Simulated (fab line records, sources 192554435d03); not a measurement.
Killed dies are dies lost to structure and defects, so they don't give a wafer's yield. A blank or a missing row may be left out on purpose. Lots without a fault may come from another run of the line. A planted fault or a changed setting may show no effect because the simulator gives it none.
Which tool did it? | flow n5_finfet | 24 lots, 72 wafers sampled, at 3 steps of a route of 1938

WHAT THE GAUGES READ, wafer by wafer
N5_BEOL_M12_CD_MEAS_10: target cd 140 nm.
lot  | measured     | on        | cd_nm (nm)
L074 | day 10 14:31 | cd_sem-01 | 139.3 139.6 138.4
L075 | day 10 19:40 | cd_sem-03 | 141.1 141.2 142.0
L077 | day 11 08:37 | cd_sem-03 | 140.3 139.6 140.7
L076 | day 11 09:03 | cd_sem-01 | 140.5 140.1 141.8
L078 | day 11 10:01 | cd_sem-01 | 141.1 140.1 141.0
L081 | day 12 02:43 | cd_sem-01 | 138.8 140.8 140.9
L080 | day 12 09:28 | cd_sem-01 | 139.4 141.0 139.3
L079 | day 12 12:13 | cd_sem-01 | 139.0 140.0 140.5
L082 | day 12 13:30 | cd_sem-01 | 140.9 140.6 139.6
L083 | day 12 17:25 | cd_sem-02 | 139.4 138.9 139.2
L084 | day 13 03:52 | cd_sem-03 | 139.2 140.7 136.2
L086 | day 13 18:30 | cd_sem-03 | 140.7 139.9 141.0
L085 | day 13 20:54 | cd_sem-01 | 137.9 138.7 140.8
L089 | day 13 23:53 | cd_sem-03 | 140.1 139.9 140.2
L087 | day 14 04:31 | cd_sem-03 | 140.2 141.1 139.6
L088 | day 14 04:44 | cd_sem-02 | 141.5 140.3 139.9
L090 | day 14 22:17 | cd_sem-02 | 139.3 138.6 138.5
L091 | day 15 00:16 | cd_sem-02 | 137.8 140.0 138.8
L093 | day 15 00:46 | cd_sem-02 | 138.3 140.4 139.3
L092 | day 15 04:13 | cd_sem-01 | 139.9 138.8 138.1
L094 | day 15 09:44 | cd_sem-03 | 139.6 140.5 139.7
L095 | day 16 07:22 | cd_sem-03 | 139.6 140.2 139.4
L097 | day 16 13:58 | cd_sem-01 | 139.0 140.0 138.2
L096 | day 16 14:20 | cd_sem-01 | 141.9 141.4 141.1

N5_BEOL_M12_RS_MEAS_54: measures by four-point-probe.
lot  | measured     | on            | M12_RS (ohm/sq)
L074 | day 10 19:50 | film_metro-02 | 0.0609 0.0605 0.0592
L075 | day 11 00:02 | film_metro-01 | 0.0603 0.0601 0.0601
L077 | day 11 12:31 | film_metro-01 | 0.0596 0.0599 0.0598
L076 | day 11 14:45 | film_metro-02 | 0.0588 0.0590 0.0586
L078 | day 11 15:32 | film_metro-01 | 0.0615 0.0600 0.0600
L081 | day 12 07:43 | film_metro-01 | 0.0588 0.0610 0.0608
L080 | day 12 14:33 | film_metro-01 | 0.0598 0.0599 0.0607
L079 | day 12 17:08 | film_metro-02 | 0.0605 0.0613 0.0603
L082 | day 12 17:11 | film_metro-01 | 0.0600 0.0597 0.0599
L083 | day 12 23:09 | film_metro-02 | 0.0595 0.0597 0.0592
L084 | day 13 08:17 | film_metro-01 | 0.0590 0.0602 0.0596
L086 | day 13 22:58 | film_metro-02 | 0.0600 0.0603 0.0602
L085 | day 14 01:30 | film_metro-01 | 0.0590 0.0595 0.0600
L089 | day 14 05:07 | film_metro-01 | 0.0599 0.0602 0.0602
L087 | day 14 09:01 | film_metro-01 | 0.0598 0.0590 0.0593
L088 | day 14 09:28 | film_metro-01 | 0.0596 0.0593 0.0602
L090 | day 15 02:55 | film_metro-02 | 0.0598 0.0587 0.0595
L091 | day 15 05:53 | film_metro-01 | 0.0599 0.0590 0.0603
L093 | day 15 06:26 | film_metro-02 | 0.0600 0.0594 0.0595
L092 | day 15 09:43 | film_metro-02 | 0.0584 0.0600 0.0585
L094 | day 15 13:23 | film_metro-02 | 0.0591 0.0596 0.0602
L095 | day 16 10:52 | film_metro-01 | 0.0602 0.0600 0.0599
L097 | day 16 23:21 | film_metro-02 | 0.0606 0.0599 0.0608
L096 | day 16 23:53 | film_metro-01 | 0.0602 0.0596 0.0596

WHICH TOOL RAN EACH LOT (tool, then ch and the chambers of the sampled wafers, then the start)
lot  | N5_BEOL_M12_PRE_CLEAN_42
L074 | pvd_sputter-01, day 10 18:40
L075 | pvd_sputter-01, day 10 22:06
L077 | pvd_sputter-01, day 11 11:19
L076 | pvd_sputter-02, day 11 13:32
L078 | pvd_sputter-01, day 11 14:14
L081 | pvd_sputter-01, day 12 06:16
L080 | pvd_sputter-03, day 12 12:55
L079 | pvd_sputter-02, day 12 15:40
L082 | pvd_sputter-03, day 12 15:55
L083 | pvd_sputter-01, day 12 21:42
L084 | pvd_sputter-01, day 13 07:06
L086 | pvd_sputter-01, day 13 21:43
L085 | pvd_sputter-01, day 14 00:18
L089 | pvd_sputter-01, day 14 03:56
L087 | pvd_sputter-01, day 14 07:41
L088 | pvd_sputter-01, day 14 08:12
L090 | pvd_sputter-03, day 15 01:44
L091 | pvd_sputter-01, day 15 04:41
L093 | pvd_sputter-01, day 15 05:15
L092 | pvd_sputter-03, day 15 07:58
L094 | pvd_sputter-01, day 15 12:13
L095 | pvd_sputter-01, day 16 09:42
L097 | pvd_sputter-02, day 16 22:11
L096 | pvd_sputter-03, day 16 22:22
- N5_BEOL_M12_PRE_CLEAN_42: time 30 s.

WHAT THE TOOLS THEMSELVES READ (means of the sampled wafers that have a number; where no wafer has one, the mark that the record gives instead)
N5_BEOL_M12_PRE_CLEAN_42.
lot  | tool           | heater_power_w (W) | susceptor_temp_C (C)
L074 | pvd_sputter-01 | 320                | 250.04
L075 | pvd_sputter-01 | 315                | 249.96
L077 | pvd_sputter-01 | 321                | 249.95
L076 | pvd_sputter-02 | 333                | 249.85
L078 | pvd_sputter-01 | 331                | 249.90
L081 | pvd_sputter-01 | 307                | 249.99
L080 | pvd_sputter-03 | 375                | 249.90
L079 | pvd_sputter-02 | 319                | 249.84
L082 | pvd_sputter-03 | 348                | 249.96
L083 | pvd_sputter-01 | 318                | 249.95
L084 | pvd_sputter-01 | 336                | 249.91
L086 | pvd_sputter-01 | 306                | 249.93
L085 | pvd_sputter-01 | 328                | 250.18
L089 | pvd_sputter-01 | 319                | 250.04
L087 | pvd_sputter-01 | 329                | 250.07
L088 | pvd_sputter-01 | 339                | 250.04
L090 | pvd_sputter-03 | 370                | 250.16
L091 | pvd_sputter-01 | 330                | 249.83
L093 | pvd_sputter-01 | 331                | 249.96
L092 | pvd_sputter-03 | 378                | 250.17
L094 | pvd_sputter-01 | 318                | 249.84
L095 | pvd_sputter-01 | 337                | 249.98
L097 | pvd_sputter-02 | 313                | 250.07
L096 | pvd_sputter-03 | 373                | 249.97

THE ANSWER, worked out from the rows above alone
Rule: what is usual is taken from the lots themselves. Put in order of their means at a reading, lots are off if they are a third of the lots or fewer, leave a main group of 4 or more, and stand apart from it by a gap of 3 or more times the standard deviation of the main group's means; of several such gaps the widest counts. A main group whose means are all the same, to the digits that the tables above print for the reading, isn't used. A lot without any number at a reading at which 4 lots or more have one is off too. The other lots that the step has rows for count as sound. The gauges are gone through in route order, then the tools' own readings, and for those a lot's mean is taken as printed above. The first step at which some lot is off is used, and at that step the reading that is off furthest; a lot without a number counts as furthest.
No lot is off at any reading shown: from this, nothing can be told.

WHAT THE SIMULATOR HAD PUT IN
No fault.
